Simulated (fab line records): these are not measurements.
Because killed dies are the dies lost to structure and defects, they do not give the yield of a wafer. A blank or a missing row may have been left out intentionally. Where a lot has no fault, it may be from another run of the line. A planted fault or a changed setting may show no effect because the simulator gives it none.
Struck lot and sound lot, side by side -- flow n5Finfet -- 14 steps out of a route of 1938
Sound: these wafers, L543.1, L543.3, L543.5. Wafers struck: L546.1, L546.6. The cause is given at the end.
At each step with rows: each side's tool, then ch and its chambers, then its first start. Under that, the readings that differ: sound wafers -- struck wafers -- difference of the means -- sigmas: that difference in standard deviations of wafers without a fault.
alike: readings with means less than 2 such deviations apart, plus words and numbers identical on both sides. not compared: withheld readings, readings lacking a value on some wafer, bounds such as >300 that could conceal the same value, and numbers that have no deviation in the record and whose values overlap.
A row with sigmas, a row that says differs or no value, or rows on one side alone: a step with any of these is where the two part. When numbers do not overlap yet have no deviation, they are printed without sigmas and do not part them. Lack of a reading on every wafer of one side parts them only where that side has two or more wafers.

first, 2 steps without rows for these wafers: N5_BEOL_M13_PRECLEAN_39 (cleans in residue remover, time 60 s); N5_BEOL_M13_SRD_40 (time 30 s, dry time 30 s).
N5_BEOL_M13_DEGAS_41: time 60 s.
  sound: pvdSputter-02 at day 14 05:19; struck: pvdSputter-03 at day 15 11:10
  alike: heaterPowerW
then, 1 step without rows for these wafers: N5_BEOL_M13_PRE_CLEAN_42 (time 30 s).
N5_BEOL_M13_SPUTTER_43: material TaN, target thk 15 nm, time 24.19 s.
  sound: pvdSputter-02 at day 14 05:23; struck: pvdSputter-03 at day 15 11:15
  alike: throttleValvePct
N5_BEOL_M13_SPUTTER_44: material Ta, target thk 10 nm, time 16.13 s.
  sound: pvdSputter-02 at day 14 05:28; struck: pvdSputter-03 at day 15 11:20
  alike: throttleValvePct
then, 2 steps without rows for these wafers: N5_BEOL_M13_SPUTTER_45 (material Cu, target thk 80 nm, time 13.33 s); N5_BEOL_M13_ECD_47 (material Cu, target thk 936 nm).
N5_BEOL_M13_ANNEAL_48: time 90 s.
  sound on rtpAnneal-01 ch 0, day 14 05:50; struck on rtpAnneal-01 ch 0, day 15 11:41
  alike: annealTempCMax, wafer_temp_C_max
N5_BEOL_M13_CMP_49: polishes, stops on SiOC, t overpolish 17.1 s, target thk 420 nm.
  sound on cmp-03 ch 0,1,2, day 14 06:08; struck on cmp-01 ch 3, day 15 12:01
  alike: barrierFieldEndpointS, headPressurePsi, motorCurrentA, overpolishRunS
N5_BEOL_M13_THK_MEAS_50: measures by xrf.
  sound: filmMetro-01 at day 14 06:25; struck: filmMetro-02 at day 15 12:17
  alike: M13_THK
then, 1 step without rows for these wafers: N5_BEOL_M13_PRE_CLEAN_52 (time 15 s).
N5_BEOL_M13_DEP_53: deposits SiCN from 3MS/NH3, target thk 50 nm, time 17.8 s.
  sound on pecvd-03 ch 0,1,2, day 14 06:29; struck on pecvd-03 ch 0,2, day 15 12:20
reading,sound,struck,difference,sigmas
model.SiCN_of_BEOL_M13_DEP_53.thkNm (nm),49.6 49.8 50.4,48.2 47.6,-2.0,
  alike: showerheadPlenumPTorr, showerheadVppV, throttleValvePct
N5_BEOL_M13_RS_MEAS_54: a four-point-probe measurement.
  sound: filmMetro-01 at day 14 06:33; struck: filmMetro-02 at day 15 12:25
  alike: M13_RS

WHERE THEY PART
Nowhere in this record.

WHY: the cause the simulator had injected
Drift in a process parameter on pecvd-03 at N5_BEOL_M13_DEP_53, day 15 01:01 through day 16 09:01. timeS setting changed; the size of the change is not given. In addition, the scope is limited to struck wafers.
